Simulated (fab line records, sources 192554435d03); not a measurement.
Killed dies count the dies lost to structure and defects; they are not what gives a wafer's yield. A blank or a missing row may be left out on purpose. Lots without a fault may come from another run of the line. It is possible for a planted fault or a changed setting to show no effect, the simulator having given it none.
Which of the tools did it?    flow n5_finfet    21 lots, 63 wafers sampled, at 4 steps of a route of 1938

WHAT EACH GAUGE READ, for each wafer
N5_BEOL_M12_OCD_MEAS_35. Usual: trench_depth_nm reads 319 nm (standard deviation 4.2).
lot   measured      on      trench_depth_nm (nm)  flag
L074  day 11 09:12  ocd-02  314 317 317           
L075  day 12 05:15  ocd-02  320 319 318           
L076  day 12 06:14  ocd-02  326 317 319           
L077  day 12 11:01  ocd-02  324 318 318           
L079  day 12 11:45  ocd-02  317 314 319           
L078  day 12 15:02  ocd-02  311 312 317           
L080  day 12 15:32  ocd-01  323 317 317           
L081  day 13 00:38  ocd-01  315 312 316           
L083  day 13 19:36  ocd-02  318 316 324           
L082  day 13 22:49  ocd-02  316 327 320           
L084  day 14 02:29  ocd-02  315 315 313           
L086  day 14 11:36  ocd-02  320 321 318           
L087  day 15 02:34  ocd-02  323 322 317           
L085  day 15 04:14  ocd-02  315 317 320           
L090  day 15 17:04  ocd-02  327 317 315           
L089  day 16 05:06  ocd-02  316 324 325           
L093  day 16 11:25  ocd-01  327 319 320           
L092  day 16 20:33  ocd-01  326 326 317           
L094  day 16 22:49  ocd-01  327 315 314           
L095  day 17 00:20  ocd-01  329 312 315           
L097  day 18 02:40  ocd-02  311 326 321           

WHAT TOOL EACH LOT RAN ON (gives the tool, then ch and the chambers of the sampled wafers, and finally the start)
lot   N5_BEOL_M12_DESCUM_15               N5_BEOL_M12_VIA_ETCH_16             N5_BEOL_M12_TRENCH_ETCH_34
L074  rie_diel-05 ch 0,1, day 11 07:31    rie_diel-05 ch 0,1, day 11 07:39    rie_diel-02 ch 1,2, day 11 09:03
L075  rie_diel-02 ch 0,1,3, day 12 03:40  rie_diel-02 ch 0,1,3, day 12 03:46  rie_diel-05 ch 0,1, day 12 05:05
L076  rie_diel-06 ch 0,3, day 12 04:49    rie_diel-06 ch 0,3, day 12 04:54    rie_diel-05 ch 0,1,3, day 12 06:05
L077  rie_diel-05 ch 0,1,2, day 12 09:17  rie_diel-05 ch 0,1,2, day 12 09:22  rie_diel-05 ch 2,3, day 12 10:52
L079  rie_diel-02 ch 2,3, day 12 10:07    rie_diel-02 ch 2,3, day 12 10:12    rie_diel-06 ch 0,1,3, day 12 11:35
L078  rie_diel-02 ch 1,2,3, day 12 13:32  rie_diel-02 ch 1,2,3, day 12 13:41  rie_diel-02 ch 1,2,3, day 12 14:56
L080  rie_diel-02 ch 1,3, day 12 13:49    rie_diel-02 ch 1,3, day 12 13:54    rie_diel-05 ch 0,2,3, day 12 15:22
L081  rie_diel-05 ch 0,2,3, day 12 22:44  rie_diel-05 ch 0,2,3, day 12 22:49  rie_diel-02 ch 1,2, day 13 00:25
L083  rie_diel-02 ch 1,3, day 13 18:03    rie_diel-02 ch 1,3, day 13 18:08    rie_diel-02 ch 1,2,3, day 13 19:26
L082  rie_diel-06 ch 1,2,3, day 13 21:23  rie_diel-06 ch 1,2,3, day 13 21:29  rie_diel-06 ch 0,2,3, day 13 22:40
L084  rie_diel-05 ch 0,2, day 14 00:56    rie_diel-05 ch 0,2, day 14 01:02    rie_diel-02 ch 0,1,2, day 14 02:20
L086  rie_diel-05 ch 0,1,2, day 14 09:44  rie_diel-05 ch 0,1,2, day 14 09:49  rie_diel-05 ch 0,1,2, day 14 11:27
L087  rie_diel-02 ch 0,3, day 15 00:42    rie_diel-02 ch 0,3, day 15 00:50    rie_diel-06 ch 1,2,3, day 15 02:25
L085  rie_diel-06 ch 0,1,3, day 15 02:32  rie_diel-06 ch 0,1,3, day 15 02:38  rie_diel-05 ch 0,1,2, day 15 04:05
L090  rie_diel-05 ch 0,1,2, day 15 15:26  rie_diel-05 ch 0,1,2, day 15 15:31  rie_diel-06 ch 0,2, day 15 16:54
L089  rie_diel-02 ch 0,1, day 16 03:35    rie_diel-02 ch 0,1, day 16 03:41    rie_diel-06 ch 0,2, day 16 04:56
L093  rie_diel-02 ch 0,1,2, day 16 09:59  rie_diel-02 ch 0,1,2, day 16 10:05  rie_diel-06 ch 0,1,3, day 16 11:16
L092  rie_diel-06 ch 0,1,2, day 16 18:56  rie_diel-06 ch 0,1,2, day 16 19:01  rie_diel-06 ch 1,2,3, day 16 20:23
L094  rie_diel-06 ch 1,3, day 16 21:22    rie_diel-06 ch 1,3, day 16 21:27    rie_diel-06 ch 0,2, day 16 22:40
L095  rie_diel-02 ch 0,1,2, day 16 21:45  rie_diel-02 ch 0,1,2, day 16 21:50  rie_diel-02 ch 0,1,2, day 17 00:11
L097  rie_diel-05 ch 0, day 18 00:59      rie_diel-05 ch 0, day 18 01:07      rie_diel-06 ch 1,2,3, day 18 02:31
- N5_BEOL_M12_DESCUM_15: chemistry O2, time 7.9 s.
- N5_BEOL_M12_VIA_ETCH_16: etches SiOC in C4F8/O2/Ar, target depth 724.8 nm.
- N5_BEOL_M12_TRENCH_ETCH_34: etches SiOC in C4F8/O2/Ar, target depth 318.95 nm, time 125.5 s.

AS READ BY THE TOOLS THEMSELVES (means over the sampled wafers that have a number; for cases with no such wafer, the mark the record gives instead)
N5_BEOL_M12_DESCUM_15. Usual: chamber_pressure_mTorr 19.999 mTorr, standard deviation 0.02; drypump_motor_current_A 5.6 A, standard deviation 0.53; oes_product_au 0.79 a.u., standard deviation 0.087; rf_vpp_V 243.1 V, standard deviation 1.2; showerhead_plenum_p_Torr 2.09 Torr, standard deviation 0.063; throttle_valve_pct 20.5 %, standard deviation 0.3.
lot   tool         chamber_pressure_mTorr (mTorr)  drypump_motor_current_A (A)  oes_product_au (a.u.)  rf_vpp_V (V)  showerhead_plenum_p_Torr (Torr)  throttle_valve_pct (%)  flag
L074  rie_diel-05  20.002                          5.4                          0.72                   241.7         2.04                             20.2                    
L075  rie_diel-02  20.016                          5.7                          0.76                   243.3         2.14                             20.9                    
L076  rie_diel-06  20.004                          5.0                          0.81                   243.4         2.07                             20.2                    
L077  rie_diel-05  19.989                          5.7                          0.76                   241.3         2.02                             20.2                    
L079  rie_diel-02  20.000                          5.2                          0.75                   244.7         2.16                             20.7                    
L078  rie_diel-02  20.005                          5.4                          0.76                   242.8         2.14                             20.8                    
L080  rie_diel-02  20.004                          5.6                          0.78                   243.6         2.12                             20.9                    
L081  rie_diel-05  19.994                          5.9                          0.84                   242.1         2.05                             20.2                    
L083  rie_diel-02  20.004                          5.4                          0.83                   243.2         2.13                             20.8                    
L082  rie_diel-06  20.016                          5.5                          0.84                   243.0         2.10                             20.2                    
L084  rie_diel-05  19.990                          6.2                          0.77                   242.2         1.98                             20.2                    
L086  rie_diel-05  19.979                          5.7                          0.74                   242.2         2.02                             20.2                    
L087  rie_diel-02  20.011                          5.9                          0.89                   245.0         2.15                             20.8                    
L085  rie_diel-06  19.990                          5.5                          0.77                   242.7         2.08                             20.2                    
L090  rie_diel-05  19.998                          5.7                          0.72                   241.7         2.01                             20.3                    
L089  rie_diel-02  19.996                          6.0                          0.82                   243.5         2.13                             20.8                    
L093  rie_diel-02  19.993                          5.6                          0.85                   243.5         2.13                             20.6                    
L092  rie_diel-06  20.019                          5.7                          0.78                   243.4         2.12                             20.4                    
L094  rie_diel-06  19.988                          5.9                          0.80                   242.7         2.08                             20.1                    
L095  rie_diel-02  19.999                          5.7                          0.84                   242.8         2.13                             20.7                    
L097  rie_diel-05  19.997                          6.3                          0.72                   242.1         1.95                             20.2                    

N5_BEOL_M12_VIA_ETCH_16. Usual: chamber_pressure_mTorr 30.00 mTorr, standard deviation 0.03; drypump_motor_current_A 5.6 A, standard deviation 0.53; oes_product_au 0.71 a.u., standard deviation 0.079; rf_vpp_V 665.3 V, standard deviation 2.4; showerhead_plenum_p_Torr 3.41 Torr, standard deviation 0.075; throttle_valve_pct 24.23 %, standard deviation 0.26.
lot   tool         chamber_pressure_mTorr (mTorr)  drypump_motor_current_A (A)  oes_product_au (a.u.)  rf_vpp_V (V)  showerhead_plenum_p_Torr (Torr)  throttle_valve_pct (%)  flag
L074  rie_diel-05  29.97                           5.4                          0.65                   664.4         3.39                             24.18                   
L075  rie_diel-02  30.00                           5.7                          0.70                   667.4         3.46                             24.52                   
L076  rie_diel-06  30.01                           5.0                          0.72                   665.2         3.39                             23.95                   
L077  rie_diel-05  29.99                           5.7                          0.68                   662.5         3.35                             24.15                   
L079  rie_diel-02  29.97                           5.2                          0.67                   667.4         3.49                             24.37                   
L078  rie_diel-02  30.00                           5.4                          0.69                   667.3         3.46                             24.43                   
L080  rie_diel-02  29.98                           5.6                          0.70                   665.8         3.43                             24.49                   
L081  rie_diel-05  29.96                           6.0                          0.76                   664.8         3.37                             24.03                   
L083  rie_diel-02  29.97                           5.5                          0.74                   666.4         3.44                             24.43                   
L082  rie_diel-06  29.99                           5.6                          0.74                   665.7         3.39                             23.81                   
L084  rie_diel-05  30.02                           6.2                          0.69                   661.7         3.30                             24.19                   
L086  rie_diel-05  29.99                           5.7                          0.67                   662.5         3.34                             24.17                   
L087  rie_diel-02  29.98                           5.9                          0.80                   667.4         3.48                             24.42                   
L085  rie_diel-06  30.00                           5.5                          0.69                   665.4         3.42                             24.00                   
L090  rie_diel-05  29.99                           5.7                          0.66                   662.6         3.33                             24.19                   
L089  rie_diel-02  29.99                           6.0                          0.74                   665.6         3.45                             24.51                   
L093  rie_diel-02  30.01                           5.7                          0.78                   667.1         3.46                             24.38                   
L092  rie_diel-06  29.98                           5.7                          0.69                   666.8         3.45                             24.13                   
L094  rie_diel-06  29.96                           5.9                          0.70                   666.2         3.38                             23.78                   
L095  rie_diel-02  30.00                           5.7                          0.77                   665.9         3.46                             24.38                   
L097  rie_diel-05  30.03                           6.3                          0.64                   660.5         3.27                             24.31                   

N5_BEOL_M12_TRENCH_ETCH_34. Usual: chamber_pressure_mTorr 30.000 mTorr, standard deviation 0.026; drypump_motor_current_A 5.6 A, standard deviation 0.56; oes_product_au 0.77 a.u., standard deviation 0.081; rf_vpp_V 665.2 V, standard deviation 2.4; showerhead_plenum_p_Torr 3.41 Torr, standard deviation 0.076; throttle_valve_pct 24.17 %, standard deviation 0.29.
lot   tool         chamber_pressure_mTorr (mTorr)  drypump_motor_current_A (A)  oes_product_au (a.u.)  rf_vpp_V (V)  showerhead_plenum_p_Torr (Torr)  throttle_valve_pct (%)  flag
L074  rie_diel-02  30.002                          5.3                          0.70                   667.0         3.48                             24.44                   
L075  rie_diel-05  30.003                          5.4                          0.71                   663.6         3.38                             24.20                   
L076  rie_diel-05  29.999                          5.6                          0.81                   663.7         3.40                             24.07                   
L077  rie_diel-05  30.006                          5.7                          0.93                   665.3         3.42                             23.88                   
L079  rie_diel-06  30.010                          5.5                          0.78                   665.9         3.43                             23.98                   
L078  rie_diel-02  29.982                          5.4                          0.76                   666.7         3.46                             24.44                   
L080  rie_diel-05  30.028                          5.9                          0.85                   663.9         3.37                             24.02                   
L081  rie_diel-02  29.971                          5.5                          0.71                   666.4         3.45                             24.52                   
L083  rie_diel-02  30.008                          5.4                          0.76                   668.2         3.46                             24.46                   
L082  rie_diel-06  29.968                          5.2                          0.80                   665.3         3.42                             24.08                   
L084  rie_diel-02  29.999                          5.6                          0.77                   666.7         3.47                             24.48                   
L086  rie_diel-05  30.023                          5.7                          0.74                   661.9         3.34                             24.19                   
L087  rie_diel-06  30.009                          5.6                          0.81                   664.4         3.39                             23.82                   
L085  rie_diel-05  30.015                          5.7                          0.73                   663.1         3.34                             24.18                   
L090  rie_diel-06  29.993                          5.3                          0.75                   667.3         3.49                             24.37                   
L089  rie_diel-06  30.026                          5.4                          0.80                   666.6         3.45                             24.20                   
L093  rie_diel-06  29.985                          5.5                          0.76                   665.9         3.41                             24.03                   
L092  rie_diel-06  30.028                          5.6                          0.81                   665.1         3.38                             23.85                   
L094  rie_diel-06  30.006                          5.3                          0.74                   667.7         3.48                             24.38                   
L095  rie_diel-02  29.973                          5.7                          0.85                   666.0         3.46                             24.39                   
L097  rie_diel-06  29.992                          5.6                          0.78                   665.0         3.37                             23.87                   

THE ANSWER, worked out from the rows above alone
Rule: take the mean of a lot's wafers that have a number; if it is more than 3 standard deviations from the usual mean, the lot is off. A lot without any number at a reading at which 4 lots or more have one is off too. All remaining lots with rows at the step are treated as sound. Order of review: gauges by route order, followed by the tools' own readings, for which a lot's mean as printed above is used. The first step at which some lot is off is used, and at that step the reading that is off furthest; a lot without a number counts as furthest.
Across all readings shown, no lot is off: no conclusion can be drawn from this.

WHAT THE SIMULATOR HAD INSERTED
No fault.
